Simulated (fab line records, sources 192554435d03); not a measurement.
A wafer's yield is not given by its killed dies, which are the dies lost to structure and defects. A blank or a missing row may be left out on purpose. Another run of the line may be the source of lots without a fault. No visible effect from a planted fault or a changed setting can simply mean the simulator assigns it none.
What tool caused it? ; flow n5Finfet ; 11 lots with 32 wafers sampled at 5 steps, on a route of 1938 steps

== WHAT EACH GAUGE READ, for each wafer ==
N5_BEOL_M5_THK_MEAS_01.
lot;measured;on;M5_ILD_THK (nm)
L244;day 8 08:50;filmMetro-02;120.7 123.2 121.8
L248;day 8 19:26;filmMetro-01;120.2 119.2 121.5
L249;day 9 19:25;filmMetro-01;118.8 121.2 119.7
L251;day 10 15:22;filmMetro-02;119.4 122.0 120.5
L256;day 11 16:48;filmMetro-02;118.9 122.5 122.8
L258;day 12 06:19;filmMetro-02;122.4 120.4 128.0
L260;day 12 09:07;filmMetro-01;121.2 125.7 127.6
L262;day 13 05:44;filmMetro-01;122.1 121.4 121.7
L263;day 13 06:28;filmMetro-01;118.6 120.1
L264;day 13 20:54;filmMetro-02;120.3 120.4 121.2
L266;day 14 04:54;filmMetro-01;118.4 120.5 121.6

== WHAT TOOL EACH LOT RAN ON (gives the tool, then ch and the chambers of the sampled wafers, and finally the start) ==
lot;N5_BEOL_M4_ANNEAL_89;N5_BEOL_M4_SPUTTER_92;N5_BEOL_M4_CMP_52;N5_BEOL_M5_ILD_DEP_00
L244;pvdSputter-01, day 8 05:20;pvdSputter-01, day 8 05:41;cmp-03 ch 0,2,3, day 8 06:48;pecvd-01 ch 1,2, day 8 08:16
L248;pvdSputter-01, day 8 16:00;pvdSputter-01, day 8 16:22;cmp-04 ch 0,1,3, day 8 17:22;pecvd-04 ch 0,1,2, day 8 18:53
L249;pvdSputter-01, day 9 15:59;pvdSputter-01, day 9 16:20;cmp-04 ch 0,1, day 9 17:17;pecvd-01 ch 0,2, day 9 18:50
L251;pvdSputter-03, day 10 11:56;pvdSputter-03, day 10 12:18;cmp-04 ch 0,1,2, day 10 13:19;pecvd-04 ch 0,2, day 10 14:48
L256;pvdSputter-03, day 11 13:22;pvdSputter-03, day 11 13:43;cmp-02 ch 0,3, day 11 14:41;pecvd-02 ch 0,2, day 11 16:13
L258;pvdSputter-03, day 12 02:52;pvdSputter-03, day 12 03:14;cmp-03 ch 1,2,3, day 12 04:16;pecvd-04 ch 0,1,2, day 12 05:45
L260;pvdSputter-03, day 12 05:33;pvdSputter-03, day 12 05:55;cmp-02 ch 0,1,3, day 12 06:59;pecvd-04 ch 1,2, day 12 08:33
L262;pvdSputter-02, day 13 02:17;pvdSputter-02, day 13 02:39;cmp-02 ch 1,2,3, day 13 03:37;pecvd-02 ch 1,2, day 13 05:09
L263;pvdSputter-03, day 13 03:01;pvdSputter-03, day 13 03:23;cmp-04 ch 0,2, day 13 04:23;pecvd-01 ch 0,2, day 13 05:53
L264;pvdSputter-03, day 13 17:28;pvdSputter-03, day 13 17:50;cmp-04 ch 1,2,3, day 13 18:48;pecvd-01 ch 0,1,2, day 13 20:20
L266;pvdSputter-02, day 14 01:27;pvdSputter-02, day 14 01:49;cmp-03 ch 1,2,3, day 14 02:48;pecvd-02 ch 1,2, day 14 04:20
- N5_BEOL_M4_ANNEAL_89: time 240 s.
- N5_BEOL_M4_SPUTTER_92: material Cu, target thk 4.5 nm, time 8.29 s.
- N5_BEOL_M4_CMP_52: polishes, stops on SiOC, t overpolish 6.8 s, target thk 40 nm.
- N5_BEOL_M5_ILD_DEP_00: deposits SiCOH lowk from DEMS/porogen, target thk 140.64 nm, time 25.9 s.

== THE ANSWER, worked out from the rows above alone ==
Rule: the lots themselves supply what counts as usual. The widest of any qualifying gaps counts: lots, ordered by their means at a reading, are off when they make up no more than a third of the lots, leave a main group of 4 or more, and stand apart from it by 3 or more times the standard deviation of that group's means. A main group whose means are all the same, to the digits that the tables above print for the reading, isn't used. Also off: a lot with no number at a reading for which 4 or more lots have one. The other lots that the step has rows for count as sound.
None of the lots is off at any reading shown; this tells nothing.

== WHAT THE SIMULATOR HAD PUT IN ==
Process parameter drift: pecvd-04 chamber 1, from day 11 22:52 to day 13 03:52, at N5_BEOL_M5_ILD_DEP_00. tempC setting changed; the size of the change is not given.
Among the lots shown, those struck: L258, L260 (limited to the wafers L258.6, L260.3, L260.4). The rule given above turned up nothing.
